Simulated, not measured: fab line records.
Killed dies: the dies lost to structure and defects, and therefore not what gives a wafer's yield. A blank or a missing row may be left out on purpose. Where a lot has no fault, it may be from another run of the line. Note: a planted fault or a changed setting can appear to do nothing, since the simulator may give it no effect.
Which tool did it? || flow nandHarc || 36 wafers from 12 lots sampled at 3 of the route's 1302 steps

== WHAT THE GAUGES SHOWED, per wafer ==
NHARC_A_CONTACT_INSPECT_10.
{"lot": "L076", "measured": "day 23 03:16", "on": "defectInspect-01", "rawDefectCount": "100 101 99"}
{"lot": "L077", "measured": "day 23 09:44", "on": "defectInspect-01", "rawDefectCount": "26 18 18"}
{"lot": "L079", "measured": "day 24 09:39", "on": "defectInspect-02", "rawDefectCount": "65 64 67"}
{"lot": "L081", "measured": "day 25 22:50", "on": "defectInspect-01", "rawDefectCount": "137 153 137"}
{"lot": "L085", "measured": "day 27 01:50", "on": "defectInspect-02", "rawDefectCount": "79 67 67"}
{"lot": "L083", "measured": "day 27 11:01", "on": "defectInspect-01", "rawDefectCount": "12 19 14"}
{"lot": "L086", "measured": "day 27 20:30", "on": "defectInspect-01", "rawDefectCount": "141 111 116"}
{"lot": "L090", "measured": "day 28 03:19", "on": "defectInspect-01", "rawDefectCount": "100 119 110"}
{"lot": "L091", "measured": "day 29 08:49", "on": "defectInspect-02", "rawDefectCount": "31 27 29"}
{"lot": "L093", "measured": "day 30 11:02", "on": "defectInspect-01", "rawDefectCount": "86 80 76"}
{"lot": "L096", "measured": "day 30 19:43", "on": "defectInspect-01", "rawDefectCount": "137 112 124"}
{"lot": "L097", "measured": "day 32 14:50", "on": "defectInspect-01", "rawDefectCount": "50 53 51"}

== WHAT TOOL EACH LOT RAN ON (gives the tool, then ch and the chambers of the sampled wafers, and finally the start) ==
{"lot": "L076", "NHARC_A_CONTACT_ETCH_131": "harCapEtch-03 ch 0,1, day 22 21:14", "NHARC_A_CONTACT_ETCH_133": "harCapEtch-03 ch 0,1, day 22 21:36"}
{"lot": "L077", "NHARC_A_CONTACT_ETCH_131": "harCapEtch-03 ch 0,1, day 23 04:50", "NHARC_A_CONTACT_ETCH_133": "harCapEtch-03 ch 0,1, day 23 05:14"}
{"lot": "L079", "NHARC_A_CONTACT_ETCH_131": "harCapEtch-02 ch 0,1, day 24 03:26", "NHARC_A_CONTACT_ETCH_133": "harCapEtch-02 ch 0,1, day 24 03:52"}
{"lot": "L081", "NHARC_A_CONTACT_ETCH_131": "harCapEtch-01 ch 0, day 25 18:05", "NHARC_A_CONTACT_ETCH_133": "harCapEtch-01 ch 0, day 25 18:28"}
{"lot": "L085", "NHARC_A_CONTACT_ETCH_131": "harCapEtch-02 ch 0,1, day 26 18:26", "NHARC_A_CONTACT_ETCH_133": "harCapEtch-02 ch 0,1, day 26 18:47"}
{"lot": "L083", "NHARC_A_CONTACT_ETCH_131": "harCapEtch-02 ch 0,1, day 26 22:41", "NHARC_A_CONTACT_ETCH_133": "harCapEtch-02 ch 0,1, day 26 23:02"}
{"lot": "L086", "NHARC_A_CONTACT_ETCH_131": "harCapEtch-01 ch 0,1, day 27 12:07", "NHARC_A_CONTACT_ETCH_133": "harCapEtch-01 ch 0,1, day 27 12:28"}
{"lot": "L090", "NHARC_A_CONTACT_ETCH_131": "harCapEtch-02 ch 0, day 27 22:24", "NHARC_A_CONTACT_ETCH_133": "harCapEtch-02 ch 0, day 27 22:45"}
{"lot": "L091", "NHARC_A_CONTACT_ETCH_131": "harCapEtch-02 ch 0, day 29 03:56", "NHARC_A_CONTACT_ETCH_133": "harCapEtch-02 ch 0, day 29 04:20"}
{"lot": "L093", "NHARC_A_CONTACT_ETCH_131": "harCapEtch-02 ch 0,1, day 30 05:41", "NHARC_A_CONTACT_ETCH_133": "harCapEtch-02 ch 0,1, day 30 06:02"}
{"lot": "L096", "NHARC_A_CONTACT_ETCH_131": "harCapEtch-02 ch 0,1, day 30 14:53", "NHARC_A_CONTACT_ETCH_133": "harCapEtch-02 ch 0,1, day 30 15:19"}
{"lot": "L097", "NHARC_A_CONTACT_ETCH_131": "harCapEtch-03 ch 0,1, day 32 09:10", "NHARC_A_CONTACT_ETCH_133": "harCapEtch-03 ch 0,1, day 32 09:34"}
- NHARC_A_CONTACT_ETCH_131: etches the open film in C4F8/O2/Ar, time 197 s, target depth 1918 nm.
- NHARC_A_CONTACT_ETCH_133: etches the open film in C4F8/O2/Ar, time 374 s, target depth 1610 nm.

== THE ANSWER, worked out from the rows above alone ==
Rule: the lots themselves supply what counts as usual. Put in order of their means at a reading, lots are off if they are a third of the lots or fewer, leave a main group of 4 or more, and stand apart from it by a gap of 3 or more times the standard deviation of the main group's means; of several such gaps the widest counts. The tables above print the reading to a certain number of digits; a main group whose means all agree to those digits is not used. Also off: a lot with no number at a reading for which 4 or more lots have one. The other lots that the step has rows for count as sound.
None of the lots is off at any reading shown; this tells nothing.

== WHAT THE SIMULATOR PUT IN ==
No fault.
